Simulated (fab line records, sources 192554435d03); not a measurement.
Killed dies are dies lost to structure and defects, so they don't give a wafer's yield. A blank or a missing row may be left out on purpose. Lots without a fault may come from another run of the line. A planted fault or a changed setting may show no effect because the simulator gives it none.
fab line records | flow n5_finfet
record lots=24 wafers=72 last_day=18
route steps=1938 shown BEOL_M5@1163 BEOL_M6@1196
lots that met no fault: from a run of the same line without faults
start_h: hours from the record's first day to the start of the lot's first wafer shown | wait_h: hours since the lot's step before | " the same as in the row above | L1.1+2: a row that stands for several wafers | - no value, or no start given | * or withheld: withheld | < > ~ a bound
route shown NAME@n: a module of which the file shows steps, and the number in the route of the first | usual: mean/standard deviation of fault-free wafers | same: alike in all rows | chamber/n: place in a boat | sites: the reading at each site | _std_site: their standard deviation | _edge_site: outer sites' mean less inner sites' | radius_mm: how far each site lies from the wafer's centre | mask NAME#n: copy n | behind: the tool/chamber that last shaped the wafer | hold: why the lot was held/for how many hours/how that ended | device: the transistor (n, p or np) that didn't switch | end of line: the same wafers' tests at the end of the route | a step without rows: its recipe alone | killed: dies lost to structure and defects at the first sort, not the wafer's yield | map: a wafer's dies, x killed, . not, _ none there
set.NAME: the setting as run; set.NAME@STEP: as run at that earlier step | model.NAME: the simulator's own value behind a step, which no gauge read
steps of the route over a sample of lots; a table a step, a row a wafer
services: from which hour (start_h, from the record's first day; less than 0 if before it) a tool's chamber was out of use, for how many hours, and why
## steps
# step N5_BEOL_M5_OCD_MEAS_38
# usual trench_depth_nm=71.9/1.6
# columns lot.wafer tool chamber start_h wait_h trench_depth_nm
L074.1 ocd-01 - 168.53 - 69.7
L074.5 " - " " 72.5
L074.6 " - " " 72.6
L075.3 ocd-02 - 174.33 - 72.8
L075.4 " - " " 69.6
L075.6 " - " " 73.5
L076.1 ocd-02 - 188.29 - 72.6
L076.3 " - " " 71.6
L076.5 " - " " 69.8
L077.1 ocd-02 - 192.85 - 72.8
L077.4 " - " " 73.4
L077.5 " - " " 71.4
L078.1 ocd-01 - 193.19 - 69.7
L078.3 " - " " 72.2
L078.5 " - " " 69.2
L079.2 ocd-02 - 199.81 - 70.2
L079.3 " - " " 67.7
L079.6 " - " " 71.3
L080.3 ocd-02 - 219.45 - 73.1
L080.5 " - " " 72.8
L080.6 " - " " 73.1
L081.1 ocd-02 - 227.90 - 68.8
L081.3 " - " " 73.0
L081.6 " - " " 71.1
L083.1 ocd-02 - 230.69 - 67.6
L083.2 " - " " 70.1
L083.3 " - " " 69.7
L082.1 ocd-01 - 242.09 - 73.0
L082.4 " - " " 72.1
L082.5 " - " " 71.7
L085.1 ocd-01 - 257.49 - 70.2
L085.3 " - " " 70.6
L085.6 " - " " 70.6
L084.2 ocd-02 - 257.81 - 72.7
L084.4 " - " " 71.7
L084.5 " - " " 71.9
L086.1 ocd-02 - 263.69 - 74.7
L086.3 " - " " 72.6
L086.4 " - " " 71.8
L089.2 ocd-01 - 266.12 - 70.9
L089.3 " - " " 71.7
L089.5 " - " " 72.0
L087.1 ocd-02 - 266.17 - 75.1
L087.2 " - " " 72.7
L087.5 " - " " 71.8
L088.3 ocd-02 - 266.57 - 72.9
L088.4 " - " " 73.2
L088.5 " - " " 73.1
L090.2 ocd-02 - 272.33 - 72.7
L090.5 " - " " 73.1
L090.6 " - " " 73.0
L091.2 ocd-02 - 290.21 - 71.6
L091.5 " - " " 70.5
L091.6 " - " " 69.7
L092.1 ocd-01 - 290.35 - 72.5
L092.2 " - " " 75.0
L092.5 " - " " 72.2
L093.3 ocd-02 - 294.58 - 73.2
L093.4 " - " " 73.5
L093.6 " - " " 72.6
L094.3 ocd-02 - 316.39 - 73.6
L094.4 " - " " 70.2
L094.5 " - " " 72.1
L095.1 ocd-01 - 316.56 - 73.6
L095.4 " - " " 72.1
L095.6 " - " " 72.4
L096.2 ocd-02 - 316.74 - 68.6
L096.3 " - " " 68.9
L096.4 " - " " 69.4
L097.1 ocd-02 - 325.86 - 72.2
L097.3 " - " " 72.5
L097.6 " - " " 72.9
# step N5_BEOL_M5_ANNEAL_51
# recipe temp_c=225 time_s=90 ambient=N2
# usual wafer_temp_C_max=225.96/0.25
# columns lot.wafer tool chamber start_h wait_h wafer_temp_C_max
L074.1 rtp_anneal-02 0 174.73 0.1 226.61
L074.5 " 0 " " 226.05
L074.6 " 0 " " 226.19
L075.3 rtp_anneal-01 0 180.72 0.1 225.71
L075.4 " 0 " " 225.59
L075.6 " 0 " " 225.41
L076.1 rtp_anneal-02 0 194.32 0.1 226.36
L076.3 " 0 " " 226.15
L076.5 " 0 " " 225.95
L077.1 rtp_anneal-01 0 199.22 0.1 225.90
L077.4 " 0 " " 225.89
L077.5 " 0 " " 226.03
L078.1 rtp_anneal-02 0 199.31 0.1 225.64
L078.3 " 0 " " 225.60
L078.5 " 0 " " 225.42
L079.2 rtp_anneal-01 0 205.78 0.1 225.87
L079.3 " 0 " " 225.74
L079.6 " 0 " " 225.86
L080.3 rtp_anneal-02 0 226.38 0.6 226.17
L080.5 " 0 " " 226.25
L080.6 " 0 " " 225.63
L081.1 rtp_anneal-01 0 234.33 0.1 225.50
L081.3 " 0 " " 225.85
L081.6 " 0 " " 225.90
L083.1 rtp_anneal-01 0 236.70 0.1 225.96
L083.2 " 0 " " 226.23
L083.3 " 0 " " 225.60
L082.1 rtp_anneal-02 0 248.00 0.1 226.25
L082.4 " 0 " " 226.37
L082.5 " 0 " " 226.08
L085.1 rtp_anneal-01 0 263.28 0.1 225.55
L085.3 " 0 " " 225.52
L085.6 " 0 " " 225.41
L084.2 rtp_anneal-02 0 266.25 0.1 225.94
L084.4 " 0 " " 226.36
L084.5 " 0 " " 225.83
L086.1 rtp_anneal-02 0 269.47 0.1 225.76
L086.3 " 0 " " 226.10
L086.4 " 0 " " 225.92
L089.2 rtp_anneal-01 0 271.88 0.1 225.64
L089.3 " 0 " " 225.87
L089.5 " 0 " " 226.06
L087.1 rtp_anneal-02 0 273.58 0.1 226.44
L087.2 " 0 " " 225.83
L087.5 " 0 " " 225.96
L088.3 rtp_anneal-02 0 274.11 0.1 226.15
L088.4 " 0 " " 226.00
L088.5 " 0 " " 225.73
L090.2 rtp_anneal-01 0 278.41 0.1 225.81
L090.5 " 0 " " 225.75
L090.6 " 0 " " 225.64
L091.2 rtp_anneal-02 0 296.87 0.5 226.11
L091.5 " 0 " " 226.02
L091.6 " 0 " " 226.10
L092.1 rtp_anneal-02 0 297.95 0.1 225.99
L092.2 " 0 " " 226.58
L092.5 " 0 " " 226.64
L093.3 rtp_anneal-02 0 302.46 0.1 225.92
L093.4 " 0 " " 226.37
L093.6 " 0 " " 226.16
L094.3 rtp_anneal-02 0 322.64 0.1 225.99
L094.4 " 0 " " 225.69
L094.5 " 0 " " 226.36
L095.1 rtp_anneal-01 0 323.57 0.1 225.76
L095.4 " 0 " " 225.86
L095.6 " 0 " " 225.73
L096.2 rtp_anneal-02 0 326.04 0.4 225.86
L096.3 " 0 " " 225.79
L096.4 " 0 " " 225.93
L097.1 rtp_anneal-02 0 332.21 0.1 225.85
L097.3 " 0 " " 226.21
L097.6 " 0 " " 226.25
# step N5_BEOL_M6_THK_MEAS_01
# recipe reads=SiCOH_lowk_of_BEOL_M6_ILD_DEP_00
# usual M6_ILD_THK=155.2/2.3
# columns lot.wafer tool chamber start_h wait_h M6_ILD_THK[nm]
L074.1 film_metro-02 - 176.22 0.4 151.1
L074.5 " - " " 154.4
L074.6 " - " " 153.0
L075.3 film_metro-02 - 182.14 0.3 153.6
L075.4 " - " " 157.1
L075.6 " - " " 156.2
L076.1 film_metro-01 - 196.30 0.8 153.9
L076.3 " - " " 156.0
L076.5 " - " " 157.6
L077.1 film_metro-02 - 200.82 0.4 155.4
L077.4 " - " " 158.7
L077.5 " - " " 157.0
L078.1 film_metro-02 - 200.94 0.4 151.1
L078.3 " - " " 153.3
L078.5 " - " " 155.0
L079.2 film_metro-01 - 207.28 0.4 153.4
L079.3 " - " " 157.9
L079.6 " - " " 157.0
L080.3 film_metro-01 - 227.91 0.3 157.5
L080.5 " - " " 157.7
L080.6 " - " " 156.6
L081.1 film_metro-02 - 235.87 0.4 155.2
L081.3 " - " " 154.1
L081.6 " - " " 154.7
L083.1 film_metro-01 - 238.30 0.4 151.0
L083.2 " - " " 152.8
L083.3 " - " " 155.0
L082.1 film_metro-01 - 249.52 0.4 155.8
L082.4 " - " " 156.9
L082.5 " - " " 157.3
L085.1 film_metro-01 - 264.77 0.4 153.6
L085.3 " - " " 154.9
L085.6 " - " " 158.4
L084.2 film_metro-02 - 267.73 0.4 155.5
L084.4 " - " " 156.9
L084.5 " - " " 157.0
L086.1 film_metro-01 - 270.97 0.4 153.8
L086.3 " - " " 158.0
L086.4 " - " " 158.5
L089.2 film_metro-02 - 273.33 0.4 156.3
L089.3 " - " " 151.1
L089.5 " - " " 152.8
L087.1 film_metro-01 - 275.08 0.4 155.2
L087.2 " - " " 151.7
L087.5 " - " " 159.3
L088.3 film_metro-01 - 275.51 0.3 149.8
L088.4 " - " " 155.1
L088.5 " - " " 155.7
L090.2 film_metro-02 - 279.86 0.4 153.8
L090.5 " - " " 157.4
L090.6 " - " " 155.6
L091.2 film_metro-01 - 298.80 0.7 150.3
L091.5 " - " " 156.7
L091.6 " - " " 152.6
L092.1 film_metro-02 - 299.46 0.4 151.9
L092.2 " - " " 154.9
L092.5 " - " " 159.2
L093.3 film_metro-02 - 304.31 0.3 152.3
L093.4 " - " " 155.8
L093.6 " - " " 156.0
L094.3 film_metro-01 - 324.07 0.3 152.0
L094.4 " - " " 153.7
L094.5 " - " " 155.7
L095.1 film_metro-01 - 325.09 0.4 153.5
L095.4 " - " " 154.0
L095.6 " - " " 156.7
L096.2 film_metro-01 - 327.74 0.4 156.3
L096.3 " - " " 153.0
L096.4 " - " " 154.9
L097.1 film_metro-02 - 333.74 0.4 154.7
L097.3 " - " " 152.0
L097.6 " - " " 157.2
# step N5_BEOL_M6_INSPECT_13
# recipe mode=adi inspect_instrument=brightfield
# usual raw_defect_count=430/120
# columns lot.wafer tool chamber start_h wait_h raw_defect_count
L074.1 defect_inspect-02 - 179.09 0.0 263
L074.5 " - " " 350
L074.6 " - " " 253
L075.3 defect_inspect-02 - 184.19 0.0 470
L075.4 " - " " 416
L075.6 " - " " 462
L076.1 defect_inspect-02 - 200.94 0.0 293
L076.3 " - " " 278
L076.5 " - " " 314
L077.1 defect_inspect-01 - 202.38 0.0 647
L077.4 " - " " 861
L077.5 " - " " 475
L078.1 defect_inspect-01 - 202.61 0.0 492
L078.3 " - " " 503
L078.5 " - " " 529
L079.2 defect_inspect-02 - 208.82 0.0 334
L079.3 " - " " 330
L079.6 " - " " 436
L080.3 defect_inspect-01 - 228.97 0.0 482
L080.5 " - " " 394
L080.6 " - " " 300
L081.1 defect_inspect-02 - 236.96 0.0 498
L081.3 " - " " 451
L081.6 " - " " 307
L083.1 defect_inspect-01 - 240.06 0.0 284
L083.2 " - " " 347
L083.3 " - " " 254
L082.1 defect_inspect-02 - 251.48 0.0 428
L082.4 " - " " 287
L082.5 " - " " 411
L085.1 defect_inspect-02 - 266.71 0.0 496
L085.3 " - " " 284
L085.6 " - " " 317
L084.2 defect_inspect-01 - 272.55 0.0 449
L084.4 " - " " 428
L084.5 " - " " 356
L086.1 defect_inspect-01 - 273.26 0.0 391
L086.3 " - " " 508
L086.4 " - " " 296
L089.2 defect_inspect-02 - 274.34 0.0 428
L089.3 " - " " 339
L089.5 " - " " 368
L087.1 defect_inspect-02 - 277.04 0.0 413
L087.2 " - " " 409
L087.5 " - " " 315
L088.3 defect_inspect-01 - 277.29 0.0 560
L088.4 " - " " 552
L088.5 " - " " 678
L090.2 defect_inspect-01 - 280.84 0.0 446
L090.5 " - " " 345
L090.6 " - " " 356
L091.2 defect_inspect-01 - 299.45 0.0 389
L091.5 " - " " 308
L091.6 " - " " 351
L092.1 defect_inspect-01 - 300.21 0.0 335
L092.2 " - " " 661
L092.5 " - " " 501
L093.3 defect_inspect-02 - 306.49 0.0 444
L093.4 " - " " 310
L093.6 " - " " 313
L094.3 defect_inspect-02 - 325.48 0.0 410
L094.4 " - " " 656
L094.5 " - " " 630
L095.1 defect_inspect-01 - 326.25 0.0 464
L095.4 " - " " 503
L095.6 " - " " 607
L096.2 defect_inspect-01 - 330.03 0.0 469
L096.3 " - " " 313
L096.4 " - " " 457
L097.1 defect_inspect-01 - 335.43 0.0 340
L097.3 " - " " 350
L097.6 " - " " 567
# step N5_BEOL_M6_DESCUM_16
# recipe chemistry=O2 time_s=7.9 source_power_w=50 bias_power_w=20 pressure_mtorr=20 rf_frequency_hz=2.712e+07 temp_c=40 resist=CAR-ArF o2_flow_sccm=225
# usual drypump_motor_current_A=5.6/0.48 oes_product_au=0.82/0.08 rf_vpp_V=243.5/1.5 showerhead_plenum_p_Torr=2.12/0.077 temp_c=39.98/0.12 throttle_valve_pct=20.44/0.27
# columns lot.wafer tool chamber start_h wait_h drypump_motor_current_A oes_product_au rf_hours_counter_h rf_vpp_V showerhead_plenum_p_Torr temp_c throttle_valve_pct
L074.1 rie_diel-05 0 179.12 0.0 4.7 0.88 40 243.0 2.14 40.03 20.16
L074.5 " 0 " " 4.7 0.88 - 244.1 2.14 39.99 20.15
L074.6 " 1 " " 5.5 0.79 - 242.2 2.05 39.88 20.68
L075.3 rie_diel-05 2 184.22 0.0 5.8 0.66 234 243.3 2.07 40.06 20.66
L075.4 " 3 " " 6.3 0.91 26 242.0 2.07 40.13 20.04
L075.6 " 1 " " 5.6 0.78 - 242.9 2.05 39.84 20.71
L076.1 rie_diel-05 2 200.97 0.0 5.7 0.67 238 242.0 2.07 40.05 20.68
L076.3 " 3 " " 6.3 0.90 30 242.0 2.07 39.99 20.06
L076.5 " 0 " " 4.7 0.86 - 243.5 2.13 39.85 20.15
L077.1 rie_diel-03 1 202.42 0.0 5.0 0.95 7 245.2 2.21 39.98 20.17
L077.4 " 3 " " 5.4 0.79 94 245.6 2.20 39.79 20.41
L077.5 " 2 " " 6.0 0.87 - 244.0 2.22 39.58 20.20
L078.1 rie_diel-01 0 202.89 0.3 5.7 0.93 18 244.6 2.14 39.83 20.47
L078.3 " 2 " " 5.9 0.96 6 245.0 2.27 40.08 20.70
L078.5 " 2 " " 5.9 0.96 - 246.2 2.27 39.96 20.69
L079.2 rie_diel-01 3 208.98 0.2 5.6 0.76 120 242.1 2.11 40.13 20.28
L079.3 " 2 " " 5.9 0.96 8 246.8 2.27 40.08 20.69
L079.6 " 3 " " 5.6 0.76 - 243.5 2.11 39.92 20.28
L080.3 rie_diel-03 3 229.00 0.0 5.4 0.78 102 243.8 2.20 39.97 20.41
L080.5 " 0 " " 5.5 0.72 - 242.1 1.98 39.99 20.87
L080.6 " 3 " " 5.4 0.78 - 245.6 2.20 39.90 20.41
L081.1 rie_diel-03 0 237.00 0.0 5.5 0.72 203 240.7 1.98 39.95 20.86
L081.3 " 1 " " 5.0 0.90 19 245.2 2.20 39.95 20.17
L081.6 " 0 " " 5.5 0.71 - 241.7 1.98 39.90 20.85
L083.1 rie_diel-05 2 240.09 0.0 5.7 0.65 252 242.9 2.06 39.85 20.70
L083.2 " 0 " " 4.7 0.84 62 244.0 2.13 40.07 20.19
L083.3 " 3 " " 6.3 0.87 45 242.9 2.07 39.98 20.09
L082.1 rie_diel-01 2 251.53 0.0 5.9 0.93 23 245.7 2.27 39.91 20.72
L082.4 " 3 " " 5.6 0.75 134 245.9 2.11 39.99 20.30
L082.5 " 1 " " 5.0 0.67 - 243.5 2.15 39.99 20.90
L085.1 rie_diel-05 0 266.80 0.1 4.7 0.83 71 243.4 2.13 39.81 20.21
L085.3 " 1 " " 5.5 0.76 147 241.6 2.04 39.95 20.74
L085.6 " 0 " " 4.7 0.83 - 243.5 2.13 39.74 20.21
L084.2 rie_diel-05 1 272.70 0.2 5.6 0.76 150 241.4 2.04 40.02 20.75
L084.4 " 1 " " 5.6 0.76 - 242.4 2.04 40.09 20.74
L084.5 " 3 " " 6.3 0.85 - 241.4 2.06 40.07 20.08
L086.1 rie_diel-05 3 273.32 0.1 6.3 0.84 57 243.2 2.06 39.98 20.09
L086.3 " 0 " " 4.7 0.82 75 242.7 2.13 39.99 20.19
L086.4 " 3 " " 6.3 0.85 - 241.3 2.06 40.04 20.11
L089.2 rie_diel-03 1 274.38 0.0 5.0 0.88 29 245.6 2.20 40.11 20.18
L089.3 " 2 " " 6.0 0.83 71 245.9 2.21 39.88 20.23
L089.5 " 2 " " 6.0 0.84 - 245.0 2.22 39.87 20.24
L087.1 rie_diel-05 1 277.21 0.2 5.6 0.75 152 240.0 2.03 40.06 20.74
L087.2 " 3 " " 6.3 0.85 59 244.4 2.06 39.72 20.08
L087.5 " 1 " " 5.6 0.75 - 242.8 2.03 39.94 20.75
L088.3 rie_diel-05 0 277.47 0.2 4.7 0.82 76 244.6 2.12 40.08 20.22
L088.4 " 0 " " 4.7 0.82 - 243.3 2.12 40.13 20.22
L088.5 " 1 " " 5.6 0.75 - 242.1 2.03 40.06 20.77
L090.2 rie_diel-01 0 280.91 0.1 5.8 0.86 46 243.5 2.13 39.95 20.48
L090.5 " 0 " " 5.8 0.86 - 244.4 2.14 39.85 20.51
L090.6 " 2 " " 5.9 0.90 - 245.9 2.26 40.13 20.73
L091.2 rie_diel-01 1 300.49 1.0 5.0 0.95 8 243.9 2.14 40.00 20.41
L091.5 " 3 " " 5.5 0.73 - 243.7 2.10 40.00 20.33
L091.6 " 2 " " 5.9 0.89 - 246.5 2.26 40.06 20.75
L092.1 rie_diel-01 0 301.39 1.2 5.8 0.85 56 243.2 2.13 39.92 20.52
L092.2 " 2 " " 5.9 0.87 46 244.2 2.26 39.80 20.75
L092.5 " 3 " " 5.6 0.73 - 242.0 2.10 40.02 20.32
L093.3 rie_diel-01 1 307.01 0.5 5.0 0.93 12 242.8 2.14 39.93 20.44
L093.4 " 2 " " 5.9 0.88 49 246.6 2.26 40.03 20.76
L093.6 " 1 " " 5.0 0.93 - 243.6 2.14 39.94 20.43
L094.3 rie_diel-05 2 325.63 0.1 5.8 1.00 4 243.0 2.06 40.18 20.46
L094.4 " 1 " " 5.6 0.74 158 241.6 2.03 40.15 20.76
L094.5 " 3 " " 6.3 0.85 - 243.4 2.06 39.91 20.09
L095.1 rie_diel-01 1 326.28 0.0 5.0 0.92 19 243.4 2.14 39.95 20.43
L095.4 " 0 " " 5.8 0.85 65 244.1 2.13 40.00 20.52
L095.6 " 0 " " 5.8 0.85 - 244.1 2.13 40.04 20.52
L096.2 rie_diel-03 2 330.06 0.0 6.0 0.81 96 243.7 2.21 40.04 20.27
L096.3 " 0 " " 5.5 0.69 240 241.1 1.97 40.12 20.91
L096.4 " 3 " " 5.4 0.74 141 244.1 2.18 39.92 20.48
L097.1 rie_diel-03 3 335.47 0.0 5.4 0.74 143 244.6 2.18 39.83 20.49
L097.3 " 0 " " 5.5 0.69 242 242.2 1.96 40.04 20.92
L097.6 " 3 " " 5.5 0.74 - 244.6 2.18 40.02 20.49
# step N5_BEOL_M6_HM_OPEN_17
# recipe chemistry=Cl2/BCl3 target_depth_a=200 overetch_a=60 target=TiN mask_material=SOC ion_energy_ev=150 pressure_mtorr=10 icp_w=1000 bias_w=126 Cl2_flow_sccm=53.25 bcl3_flow_sccm=21.75 Ar_flow_sccm=25
# usual bias_w=126.0/0.37 drypump_motor_current_A=5.8/0.59 oes_product_au=0.67/0.099 throttle_valve_pct=22.07/0.22
# columns lot.wafer tool chamber start_h wait_h bias_w drypump_motor_current_A oes_product_au rf_hours_counter_h throttle_valve_pct
L074.1 rie_metal-01 0 179.40 0.0 125.9 4.8 0.57 105 21.95
L074.5 " 0 " " 125.6 4.8 0.56 - 21.97
L074.6 " 1 " " 125.8 5.8 0.69 - 21.81
L075.3 rie_metal-02 0 184.53 0.1 125.8 6.5 0.52 - 22.37
L075.4 " 1 " " 125.8 6.2 0.52 - 22.17
L075.6 " 1 " " 126.5 6.2 0.52 - 22.16
L076.1 rie_metal-01 1 201.25 0.0 125.8 5.8 0.68 39 21.82
L076.3 " 0 " " 125.7 4.8 0.55 - 21.98
L076.5 " 1 " " 125.9 5.8 0.67 - 21.83
L077.1 rie_metal-01 0 202.69 0.0 125.8 4.8 0.56 108 21.98
L077.4 " 1 " " 125.7 5.8 0.67 - 21.82
L077.5 " 1 " " 125.9 5.8 0.68 - 21.81
L078.1 rie_metal-01 1 203.17 0.0 125.9 5.8 0.68 39 21.82
L078.3 " 0 " " 125.7 4.8 0.56 - 21.96
L078.5 " 1 " " 125.9 5.8 0.68 - 21.81
L079.2 rie_metal-01 1 209.26 0.0 126.2 5.8 0.68 40 21.83
L079.3 " 0 " " 126.7 4.8 0.56 - 21.97
L079.6 " 1 " " 126.1 5.8 0.67 - 21.83
L080.3 rie_metal-01 1 229.31 0.1 126.2 5.8 0.68 - 21.85
L080.5 " 0 " " 126.3 4.8 0.56 - 21.97
L080.6 " 1 " " 125.7 5.8 0.67 - 21.84
L081.1 rie_metal-01 0 237.28 0.0 125.7 4.8 0.55 111 21.98
L081.3 " 0 " " 125.9 4.8 0.55 - 22.00
L081.6 " 0 " " 126.1 4.8 0.55 - 22.01
L083.1 rie_metal-02 1 240.37 0.0 126.3 6.2 0.51 126 22.16
L083.2 " 0 " " 125.4 6.5 0.79 3 22.09
L083.3 " 0 " " 125.4 6.5 0.79 - 22.08
L082.1 rie_metal-02 0 251.81 0.0 126.5 6.5 0.77 4 22.11
L082.4 " 0 " " 126.0 6.5 0.79 - 22.12
L082.5 " 0 " " 125.7 6.5 0.79 - 22.08
L085.1 rie_metal-03 0 267.08 0.0 126.2 5.9 0.55 102 22.75
L085.3 " 1 " " 126.1 5.4 0.73 - 22.20
L085.6 " 1 " " 125.8 5.4 0.74 - 22.19
L084.2 rie_metal-02 1 272.98 0.0 126.2 6.2 0.80 1 22.02
L084.4 " 0 " " 126.0 6.5 0.76 - 22.11
L084.5 " 1 " " 125.7 6.2 0.80 - 22.02
L086.1 rie_metal-02 1 273.60 0.0 125.9 6.2 0.80 1 22.03
L086.3 " 0 " " 125.6 6.4 0.77 - 22.10
L086.4 " 1 " " 125.9 6.2 0.81 - 22.01
L089.2 rie_metal-02 1 274.66 0.0 126.1 6.2 0.81 1 22.01
L089.3 " 0 " " 126.4 6.5 0.77 - 22.11
L089.5 " 1 " " 126.0 6.2 0.80 - 22.02
L087.1 rie_metal-02 0 277.49 0.0 125.9 6.5 0.77 6 22.11
L087.2 " 1 " " 126.0 6.2 0.80 1 22.01
L087.5 " 0 " " 126.1 6.5 0.76 - 22.13
L088.3 rie_metal-01 0 277.78 0.1 125.2 4.8 0.55 - 21.98
L088.4 " 1 " " 125.7 5.8 0.67 - 21.82
L088.5 " 0 " " 125.6 4.8 0.56 - 21.99
L090.2 rie_metal-02 0 281.18 0.0 125.8 6.5 0.76 6 22.11
L090.5 " 1 " " 125.6 6.2 0.80 - 22.02
L090.6 " 0 " " 125.7 6.5 0.76 - 22.12
L091.2 rie_metal-02 1 300.77 0.0 125.4 6.2 0.79 4 22.02
L091.5 " 1 " " 126.2 6.2 0.78 - 22.01
L091.6 " 0 " " 126.1 6.5 0.75 - 22.13
L092.1 rie_metal-03 1 301.67 0.0 125.9 5.4 0.72 22 22.21
L092.2 " 0 " " 126.1 5.9 0.55 104 22.76
L092.5 " 1 " " 126.0 5.4 0.73 - 22.22
L093.3 rie_metal-01 0 307.32 0.1 126.0 4.8 0.54 - 22.01
L093.4 " 1 " " 125.6 5.8 0.66 - 21.84
L093.6 " 0 " " 126.2 4.8 0.55 - 21.99
L094.3 rie_metal-01 1 325.96 0.1 126.5 5.8 0.65 - 21.84
L094.4 " 1 " " 126.0 5.8 0.65 - 21.85
L094.5 " 1 " " 125.5 5.8 0.65 - 21.84
L095.1 rie_metal-02 0 326.56 0.0 126.9 6.5 0.75 9 22.09
L095.4 " 0 " " 126.4 6.5 0.76 - 22.10
L095.6 " 1 " " 126.0 6.2 0.77 - 22.02
L096.2 rie_metal-03 0 330.34 0.0 125.4 5.9 0.55 107 22.75
L096.3 " 1 " " 126.2 5.4 0.70 - 22.24
L096.4 " 0 " " 125.2 5.9 0.55 - 22.76
L097.1 rie_metal-03 1 335.74 0.0 126.6 5.4 0.73 26 22.20
L097.3 " 1 " " 126.0 5.4 0.72 - 22.22
L097.6 " 1 " " 126.4 5.4 0.70 - 22.24
## services
# columns tool chamber start_h hours kind
rie_diel-01 2 159.92 - clean
rie_diel-01 2 159.92 - consumable_replace:focus_ring
rie_diel-01 2 159.92 - consumable_replace:showerhead
rie_diel-01 2 159.92 23.7 scheduled_down
rie_diel-03 0 167.94 1.8 repair
rie_metal-02 0 197.32 - clean
rie_metal-02 0 197.32 13.0 scheduled_down
rie_metal-02 0 197.32 13.0 vent_cycle
rie_diel-01 3 233.35 4.4 repair
rie_metal-01 1 235.56 4.2 repair
rie_metal-02 1 246.69 - clean
rie_metal-02 1 246.69 13.6 scheduled_down
rie_metal-02 1 246.69 13.6 vent_cycle
rie_diel-05 2 248.24 5.7 repair
rtp_anneal-01 - 250.65 1.2 pm
rie_diel-03 1 260.43 9.6 repair
rie_diel-03 3 273.20 6.0 repair
rie_metal-02 - 279.08 0.3 repair
rie_diel-05 - 280.28 28.1 pm
rie_metal-01 0 310.11 4.5 repair
rie_diel-03 1 316.51 4.1 repair
rie_metal-01 0 323.34 - clean
rie_metal-01 0 323.34 18.6 scheduled_down
rie_metal-01 0 323.34 18.6 vent_cycle
## key
fault none
